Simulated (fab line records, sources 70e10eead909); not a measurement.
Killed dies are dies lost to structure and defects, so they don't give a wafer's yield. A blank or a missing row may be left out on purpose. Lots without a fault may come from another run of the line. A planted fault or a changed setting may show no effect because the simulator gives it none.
Which tool did it? | flow nand_harc | 12 lots, 36 wafers sampled, at 5 steps of a route of 1159

WHAT THE GAUGES READ, wafer by wafer
NHARC_END_SORT_01. Usual: killed_at_array 25, standard deviation 7.8; killed_at_other 0.6, standard deviation 0.81; killed_at_periphery 3.3, standard deviation 2.2; killed_dies 29, standard deviation 8.2; killed_open 3.5, standard deviation 1.9; killed_short 1.8, standard deviation 1.3.
lot  | measured     | on        | killed_at_array | killed_at_other | killed_at_periphery | killed_dies | killed_open | killed_short | flag
L222 | day 24 14:41 | prober-01 | 676 672 671     | 0 1 0           | 1 4 6               | 677 677 677 | 1 9 7       | 1 6 2        | OFF
L223 | day 24 05:48 | prober-02 | 673 672 675     | 1 0 0           | 3 5 2               | 677 677 677 | 2 4 2       | 5 1 2        | OFF

WHICH TOOL RAN EACH LOT (tool, then ch and the chambers of the sampled wafers, then the start)
lot  | NHARC_A_SGD_CUT_STRIP_17                      | NHARC_A_SLIT_DEP_25             | NHARC_A_SLIT_DEP_00           | NHARC_A_WL_FILL_ALD_02
L205 | rie_diel-04 ch 0,3, day 14 14:04 or earlier   | pecvd-01 ch 0,1,2, day 14 14:04 | acl_dep-01 ch 0, day 14 14:52 | ald_metal-02 ch 0,1,2, day 15 05:20
L204 | rie_diel-04 ch 0,2,3, day 14 13:47 or earlier | pecvd-01 ch 0,2, day 14 13:47   | acl_dep-02 ch 0, day 14 14:34 | ald_metal-04 ch 2,3, day 15 05:10
L207 | rie_diel-01 ch 0,2,3, day 15 05:22 or earlier | pecvd-01 ch 1,2, day 15 05:22   | acl_dep-03 ch 0, day 15 08:27 | ald_metal-04 ch 2,3, day 16 01:16
L211 | rie_diel-02 ch 0,3, day 15 17:21 or earlier   | pecvd-02 ch 0,1,2, day 15 17:21 | acl_dep-01 ch 0, day 15 21:32 | ald_metal-04 ch 0,2,3, day 16 11:20
L210 | rie_diel-04 ch 2,3, day 16 13:19 or earlier   | pecvd-02 ch 0,1,2, day 16 13:19 | acl_dep-01 ch 0, day 16 13:56 | ald_metal-04 ch 2,3, day 17 04:46
L212 | rie_diel-02 ch 1,3, day 16 13:22 or earlier   | pecvd-01 ch 0,1, day 16 13:22   | acl_dep-02 ch 0, day 16 14:11 | ald_metal-02 ch 0,1,2, day 17 09:07
L215 | rie_diel-04 ch 0,1,3, day 16 22:42 or earlier | pecvd-02 ch 0,1, day 16 22:42   | acl_dep-03 ch 0, day 17 00:13 | ald_metal-01 ch 0,1, day 17 15:11
L216 | rie_diel-02 ch 2,3, day 16 22:41 or earlier   | pecvd-03 ch 0,1, day 16 22:41   | acl_dep-02 ch 0, day 17 00:18 | ald_metal-04 ch 0,3, day 17 15:04
L222 | rie_diel-01 ch 0,2, day 19 07:30 or earlier   | pecvd-02 ch 1,2, day 19 07:30   | acl_dep-01 ch 0, day 19 07:57 | ald_metal-04 ch 0,2, day 19 23:22
L223 | rie_diel-02 ch 1,2, day 19 07:32 or earlier   | pecvd-01 ch 0,2, day 19 07:32   | acl_dep-03 ch 0, day 19 08:12 | ald_metal-02 ch 0,1,3, day 19 23:26
L225 | rie_diel-04 ch 1,3, day 19 13:43 or earlier   | pecvd-01 ch 1,2, day 19 13:43   | acl_dep-02 ch 0, day 19 16:25 | ald_metal-04 ch 0,1,2, day 20 07:34
L226 | rie_diel-02 ch 0,3, day 19 19:16 or earlier   | pecvd-01 ch 0,2, day 19 19:16   | acl_dep-01 ch 0, day 19 21:47 | ald_metal-01 ch 0,1,3, day 20 14:58
- NHARC_A_SGD_CUT_STRIP_17: strips in O2.
- NHARC_A_SLIT_DEP_25: deposits SiO2, target thk 200 nm.
- NHARC_A_SLIT_DEP_00: deposits aC, target thk 3200 nm.
- NHARC_A_WL_FILL_ALD_02: deposits TiN, target thk 2 nm, pulse time 3 s, ald cycles 100.

WHAT THE TOOLS THEMSELVES READ (means of the sampled wafers that have a number; where no wafer has one, the mark that the record gives instead)
NHARC_A_SGD_CUT_STRIP_17. Usual: drypump_motor_current_A 5.7 A, standard deviation 0.49; mfc_ar_sccm 0.008 sccm, standard deviation 0.0087; oes_product_au 0.997 a.u., standard deviation 0.013; rf_vpp_V 57.9 V, standard deviation 0.87; showerhead_plenum_p_Torr 3.59 Torr, standard deviation 0.11; throttle_valve_pct 17.037 %, standard deviation 0.0086.
lot  | tool        | drypump_motor_current_A (A) | mfc_ar_sccm (sccm) | oes_product_au (a.u.) | rf_vpp_V (V) | showerhead_plenum_p_Torr (Torr) | throttle_valve_pct (%) | flag
L205 | rie_diel-04 | 5.6                         | 0.015              | 0.985                 | 58.2         | 3.61                            | 17.030                 |
L204 | rie_diel-04 | 5.4                         | 0.007              | 0.995                 | 57.3         | 3.61                            | 17.032                 |
L207 | rie_diel-01 | 6.0                         | 0.000              | 0.987                 | 57.9         | 3.55                            | 17.032                 |
L211 | rie_diel-02 | 5.8                         | 0.007              | 1.003                 | 57.6         | 3.50                            | 17.044                 |
L210 | rie_diel-04 | 5.0                         | 0.007              | 1.004                 | 57.8         | 3.61                            | 17.028                 |
L212 | rie_diel-02 | 5.2                         | 0.015              | 1.002                 | 57.6         | 3.66                            | 17.040                 |
L215 | rie_diel-04 | 5.5                         | 0.008              | 1.000                 | 58.6         | 3.56                            | 17.037                 |
L216 | rie_diel-02 | 6.0                         | 0.015              | 0.988                 | 58.1         | 3.65                            | 17.035                 |
L222 | rie_diel-01 | 6.3                         | 0.000              | 0.983                 | 58.3         | 3.59                            | 17.040                 |
L223 | rie_diel-02 | 5.8                         | 0.011              | 0.992                 | 57.9         | 3.60                            | 17.033                 |
L225 | rie_diel-04 | 5.3                         | 0.016              | 0.985                 | 57.5         | 3.56                            | 17.033                 |
L226 | rie_diel-02 | 5.6                         | 0.015              | 1.005                 | 57.6         | 3.62                            | 17.046                 |

NHARC_A_SLIT_DEP_25. Usual: heater_power_w 496 W, standard deviation 99; showerhead_vpp_V 1820 V, standard deviation 86; throttle_valve_pct 16.0 %, standard deviation 0.55.
lot  | tool     | heater_power_w (W) | showerhead_vpp_V (V) | throttle_valve_pct (%) | flag
L205 | pecvd-01 | 502                | 1851                 | 16.0                   |
L204 | pecvd-01 | 438                | 1840                 | 15.5                   |
L207 | pecvd-01 | 422                | 1903                 | 15.3                   |
L211 | pecvd-02 | 513                | 1744                 | 16.0                   |
L210 | pecvd-02 | 531                | 1766                 | 16.2                   |
L212 | pecvd-01 | 543                | 1803                 | 16.5                   |
L215 | pecvd-02 | 562                | 1802                 | 16.1                   |
L216 | pecvd-03 | 585                | 1833                 | 16.1                   |
L222 | pecvd-02 | 501                | 1724                 | 16.2                   |
L223 | pecvd-01 | 469                | 1799                 | 15.7                   |
L225 | pecvd-01 | 405                | 1887                 | 15.6                   |
L226 | pecvd-01 | 369                | 1828                 | 15.5                   |

NHARC_A_SLIT_DEP_00. Usual: throttle_valve_pct 35.000 %, standard deviation 0.0093.
lot  | tool       | throttle_valve_pct (%) | flag
L205 | acl_dep-01 | 35.003                 |
L204 | acl_dep-02 | 34.993                 |
L207 | acl_dep-03 | 35.000                 |
L211 | acl_dep-01 | 35.008                 |
L210 | acl_dep-01 | 34.992                 |
L212 | acl_dep-02 | 34.995                 |
L215 | acl_dep-03 | 35.011                 |
L216 | acl_dep-02 | 35.000                 |
L222 | acl_dep-01 | 34.995                 |
L223 | acl_dep-03 | 34.997                 |
L225 | acl_dep-02 | 35.000                 |
L226 | acl_dep-01 | 35.000                 |

NHARC_A_WL_FILL_ALD_02. Usual: heater_power_outer_w 709 W, standard deviation 77; heater_power_w 1099 W, standard deviation 92; precursor_pulse_height_rel 0.996, standard deviation 0.019.
lot  | tool         | heater_power_outer_w (W) | heater_power_w (W) | precursor_pulse_height_rel | flag
L205 | ald_metal-02 | 612                      | 993                | 0.983                      |
L204 | ald_metal-04 | 686                      | 1073               | 1.003                      |
L207 | ald_metal-04 | 732                      | 1090               | 0.988                      |
L211 | ald_metal-04 | 720                      | 1078               | 0.998                      |
L210 | ald_metal-04 | 688                      | 1066               | 1.004                      |
L212 | ald_metal-02 | 598                      | 977                | 1.002                      |
L215 | ald_metal-01 | 772                      | 1204               | 1.025                      |
L216 | ald_metal-04 | 676                      | 1061               | 0.971                      |
L222 | ald_metal-04 | -                        | -                  | -                          | OFF
L223 | ald_metal-02 | -                        | -                  | -                          | OFF
L225 | ald_metal-04 | 718                      | 1111               | 1.000                      |
L226 | ald_metal-01 | 774                      | 1200               | 0.995                      |

THE ANSWER, worked out from the rows above alone
Rule: a lot is off if the mean of its wafers that have a number lies more than 3 standard deviations from the usual mean. A lot without any number at a reading at which 4 lots or more have one is off too. The other lots that the step has rows for count as sound. The gauges are gone through in route order, then the tools' own readings, and for those a lot's mean is taken as printed above. The first step at which some lot is off is used, and at that step the reading that is off furthest; a lot without a number counts as furthest.
Off: L222, L223, at NHARC_END_SORT_01 (killed_at_array). Neither off nor sound, because the step has no rows for them: L205, L204, L207, L211, L210, L212, L215, L216, L225, L226.
A tool fits if, at a process step before that reading, it ran every lot that is off, and no sound lot after the first of them. The gauges at NHARC_END_SORT_01 aren't tried: what is off there is off at NHARC_A_WL_FILL_ALD_02 too, on other tools, and a gauge's error can't cause that. NHARC_A_SGD_CUT_STRIP_17 gives no start for some lots, so the hours and the order of its lots are those of NHARC_A_SLIT_DEP_25. None of those tried fits.

WHAT THE SIMULATOR HAD PUT IN
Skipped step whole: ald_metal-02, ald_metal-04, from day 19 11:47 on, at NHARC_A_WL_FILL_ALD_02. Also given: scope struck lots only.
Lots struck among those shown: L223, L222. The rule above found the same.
